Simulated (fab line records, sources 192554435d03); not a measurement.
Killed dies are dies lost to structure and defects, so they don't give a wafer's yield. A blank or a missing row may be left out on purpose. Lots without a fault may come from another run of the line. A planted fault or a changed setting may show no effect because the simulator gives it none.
Which tool did it? | flow n5_finfet | 9 lots, 26 wafers sampled, at 7 steps of a route of 1938

WHAT THE GAUGES READ, wafer by wafer
N5_BEOL_M4_RS_MEAS_58: measures by four-point-probe.
lot  | measured     | on            | M4_RS (ohm/sq)
L142 | day 9 10:20  | film_metro-02 | 0.638 0.711
L140 | day 9 12:58  | film_metro-02 | 0.669 0.685 0.688
L141 | day 9 15:39  | film_metro-02 | 0.682 0.682 0.646
L147 | day 10 19:38 | film_metro-01 | 0.672 0.664 0.638
L155 | day 13 11:24 | film_metro-02 | 0.728 0.693 0.675
L157 | day 13 14:36 | film_metro-02 | 0.657 0.669 0.667
L160 | day 14 03:51 | film_metro-02 | 0.645 0.654 0.625
L162 | day 15 01:59 | film_metro-02 | 0.699 0.668 0.660
L163 | day 15 05:02 | film_metro-02 | 0.746 0.704 0.723

N5_BEOL_M4_INSPECT_59: inspects for defects (darkfield).
lot  | measured     | on                | raw_defect_count
L142 | day 9 10:22  | defect_inspect-01 | 57 39
L140 | day 9 12:59  | defect_inspect-02 | 69 160 105
L141 | day 9 15:40  | defect_inspect-01 | 44 39 41
L147 | day 10 19:40 | defect_inspect-01 | 44 108 101
L155 | day 13 11:25 | defect_inspect-02 | 774 68 729
L157 | day 13 14:38 | defect_inspect-02 | 104 92 96
L160 | day 14 03:53 | defect_inspect-02 | 111 123 172
L162 | day 15 02:01 | defect_inspect-02 | 56 79 79
L163 | day 15 05:04 | defect_inspect-02 | 65 134 76

N5_BEOL_M4_RC_MEAS_101.
lot  | measured     | on        | DIBL_N (mV/V)  | DIBL_P (mV/V)  | IOFF_N (nA/um) | IOFF_P (nA/um) | ION_N (uA/um) | ION_P (uA/um) | SS_N (mV/dec)  | SS_P (mV/dec)  | VT_N (mV)   | VT_P (mV)
L142 | day 9 10:32  | prober-01 | 38.5 39.2      | 37.1 37.9      | 0.18 0.21      | 0.22 0.24      | 671 679       | 458 458       | 72.7 71.8      | 73.8 73.9      | 247 248     | -250 -246
L140 | day 9 13:01  | prober-01 | 33.9 35.4 35.7 | 34.2 35.7 36.5 | 0.12 0.16 0.17 | 0.17 0.19 0.21 | 659 677 694   | 451 457 467   | 71.3 71.1 70.8 | 73.7 73.4 73.6 | 252 250 246 | -257 -253 -252
L141 | day 9 15:42  | prober-02 | 33.4 30.8 33.7 | 33.8 32.2 34.7 | 0.13 0.10 0.14 | 0.17 0.16 0.19 | 678 659 679   | 460 462 465   | 70.8 70.2 70.8 | 72.1 72.1 72.4 | 252 257 249 | -251 -254 -253
L147 | day 10 19:42 | prober-02 | 34.2 36.7 36.2 | 33.5 37.9 36.5 | 0.13 0.18 0.16 | 0.18 0.24 0.22 | 675 684 683   | 465 471 460   | 70.3 71.8 70.8 | 72.5 73.6 73.1 | 252 246 249 | -250 -246 -250
L155 | day 13 11:36 | prober-02 | 35.1 35.3 35.8 | 36.3 35.5 37.0 | 0.15 0.15 0.16 | 0.22 0.19 0.23 | 664 677 677   | 461 457 463   | 71.1 70.9 71.8 | 73.1 73.1 73.0 | 248 251 250 | -250 -252 -248
L157 | day 13 14:39 | prober-01 | 36.3 32.1 32.0 | 34.9 30.5 30.6 | 0.13 0.09 0.09 | 0.19 0.14 0.14 | 659 651 647   | 452 450 452   | 71.5 69.7 69.8 | 73.4 72.0 71.9 | 252 258 259 | -250 -256 -254
L160 | day 14 04:13 | prober-01 | 36.3 36.5 39.1 | 35.8 36.5 39.1 | 0.16 0.16 0.21 | 0.18 0.19 0.23 | 681 684 696   | 460 460 462   | 71.5 71.9 71.9 | 72.7 73.1 73.3 | 248 253 245 | -254 -252 -251
L162 | day 15 02:20 | prober-02 | 37.0 37.4 35.2 | 38.6 39.4 37.4 | 0.19 0.20 0.17 | 0.23 0.23 0.21 | 689 696 681   | 460 470 468   | 71.7 72.3 71.6 | 74.1 73.4 73.8 | 247 247 250 | -250 -251 -251
L163 | day 15 05:06 | prober-01 | 36.0 37.5 36.2 | 35.5 37.4 36.2 | 0.14 0.18 0.16 | 0.20 0.24 0.21 | 676 682 678   | 466 473 466   | 70.8 71.7 71.3 | 73.0 73.2 73.0 | 251 249 250 | -249 -247 -248

N5_BEOL_M5_INSPECT_13: inspects for defects (brightfield).
lot  | measured     | on                | raw_defect_count
L142 | day 9 13:02  | defect_inspect-02 | 598 710
L140 | day 9 15:43  | defect_inspect-01 | 301 477 340
L141 | day 9 20:47  | defect_inspect-02 | 480 404 375
L147 | day 10 22:52 | defect_inspect-01 | 391 504 616
L155 | day 13 15:13 | defect_inspect-02 | 1057 396 947
L157 | day 13 18:47 | defect_inspect-01 | 459 513 434
L160 | day 14 06:30 | defect_inspect-02 | 482 567 585
L162 | day 15 04:54 | defect_inspect-01 | 441 462 389
L163 | day 15 07:41 | defect_inspect-02 | 420 572 404

WHICH TOOL RAN EACH LOT (tool, then ch and the chambers of the sampled wafers, then the start)
lot  | N5_BEOL_M4_SPUTTER_92        | N5_BEOL_M4_CO_CAP_55             | N5_BEOL_M5_PECVD_70
L142 | pvd_sputter-02, day 9 08:50  | cvd_co-01 ch 1,2, day 9 10:10    | pecvd-01 ch 1,2, day 9 12:27
L140 | pvd_sputter-03, day 9 10:47  | cvd_co-01 ch 0,1,2, day 9 12:47  | pecvd-01 ch 1,2, day 9 14:35
L141 | pvd_sputter-02, day 9 13:53  | cvd_co-02 ch 0,2, day 9 15:28    | pecvd-02 ch 1, day 9 17:16
L147 | pvd_sputter-02, day 10 18:10 | cvd_co-02 ch 1,2, day 10 19:28   | pecvd-02 ch 0,1, day 10 21:17
L155 | pvd_sputter-02, day 13 09:54 | cvd_co-02 ch 0,2, day 13 11:12   | pecvd-02 ch 0,1,2, day 13 13:53
L157 | pvd_sputter-03, day 13 13:07 | cvd_co-01 ch 0,1,2, day 13 14:25 | pecvd-04 ch 0,2, day 13 16:14
L160 | pvd_sputter-03, day 14 02:22 | cvd_co-01 ch 0,2, day 14 03:40   | pecvd-01 ch 0,1,2, day 14 05:29
L162 | pvd_sputter-03, day 15 00:26 | cvd_co-01 ch 0,2, day 15 01:48   | pecvd-01 ch 0,1,2, day 15 03:38
L163 | pvd_sputter-02, day 15 03:28 | cvd_co-01 ch 0,2, day 15 04:48   | pecvd-02 ch 0,2, day 15 06:40
- N5_BEOL_M4_SPUTTER_92: material Cu, target thk 4.5 nm, time 8.29 s.
- N5_BEOL_M4_CO_CAP_55: material Co, precursor CCTBA/H2, target thk 2 nm, time 102.1 s.
- N5_BEOL_M5_PECVD_70: deposits SiO2 from TEOS/O2, target thk 16 nm, time 18 s.

WHAT THE TOOLS THEMSELVES READ (means of the sampled wafers that have a number; where no wafer has one, the mark that the record gives instead)
N5_BEOL_M4_SPUTTER_92.
lot  | tool           | throttle_valve_pct (%)
L142 | pvd_sputter-02 | 29.2
L140 | pvd_sputter-03 | 29.9
L141 | pvd_sputter-02 | 29.2
L147 | pvd_sputter-02 | 29.5
L155 | pvd_sputter-02 | 28.6
L157 | pvd_sputter-03 | 29.2
L160 | pvd_sputter-03 | 30.1
L162 | pvd_sputter-03 | 29.3
L163 | pvd_sputter-02 | 29.0

N5_BEOL_M4_CO_CAP_55.
lot  | tool      | heater_power_w (W)
L142 | cvd_co-01 | 257
L140 | cvd_co-01 | 260
L141 | cvd_co-02 | 244
L147 | cvd_co-02 | 229
L155 | cvd_co-02 | 236
L157 | cvd_co-01 | 259
L160 | cvd_co-01 | 258
L162 | cvd_co-01 | 258
L163 | cvd_co-01 | 243

N5_BEOL_M5_PECVD_70.
lot  | tool     | heater_power_w (W) | showerhead_plenum_p_Torr (Torr) | throttle_valve_pct (%)
L142 | pecvd-01 | 750                | 8.81                            | 21.9
L140 | pecvd-01 | 749                | 8.84                            | 22.0
L141 | pecvd-02 | 683                | 8.81                            | 22.6
L147 | pecvd-02 | 787                | 8.72                            | 21.6
L155 | pecvd-02 | 790                | 8.72                            | 22.2
L157 | pecvd-04 | 715                | 8.83                            | 21.2
L160 | pecvd-01 | 767                | 8.84                            | 21.6
L162 | pecvd-01 | 832                | 8.83                            | 21.7
L163 | pecvd-02 | 915                | 8.67                            | 21.8

THE ANSWER, worked out from the rows above alone
Rule: what is usual is taken from the lots themselves. Put in order of their means at a reading, lots are off if they are a third of the lots or fewer, leave a main group of 4 or more, and stand apart from it by a gap of 3 or more times the standard deviation of the main group's means; of several such gaps the widest counts. A main group whose means are all the same, to the digits that the tables above print for the reading, isn't used. A lot without any number at a reading at which 4 lots or more have one is off too. The other lots that the step has rows for count as sound. The gauges are gone through in route order, then the tools' own readings, and for those a lot's mean is taken as printed above. The first step at which some lot is off is used, and at that step the reading that is off furthest; a lot without a number counts as furthest.
Off: L155, at N5_BEOL_M4_INSPECT_59 (raw_defect_count). The main group: mean 85, standard deviation 29.
A tool fits if, at a process step before that reading, it ran every lot that is off, and no sound lot after the first of them. The gauges at N5_BEOL_M4_INSPECT_59 aren't tried: what is off there is off at N5_BEOL_M5_PECVD_70 too, on other tools, and a gauge's error can't cause that. One fits: cvd_co-02 at N5_BEOL_M4_CO_CAP_55. Its last sound lot is L147 (day 10 19:28), its first lot that is off L155 (day 13 11:12): a fault that began between those two fits.

WHAT THE SIMULATOR HAD PUT IN
Chamber particle source: cvd_co-02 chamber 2, from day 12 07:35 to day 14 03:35, at N5_BEOL_M4_CO_CAP_55. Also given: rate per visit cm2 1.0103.
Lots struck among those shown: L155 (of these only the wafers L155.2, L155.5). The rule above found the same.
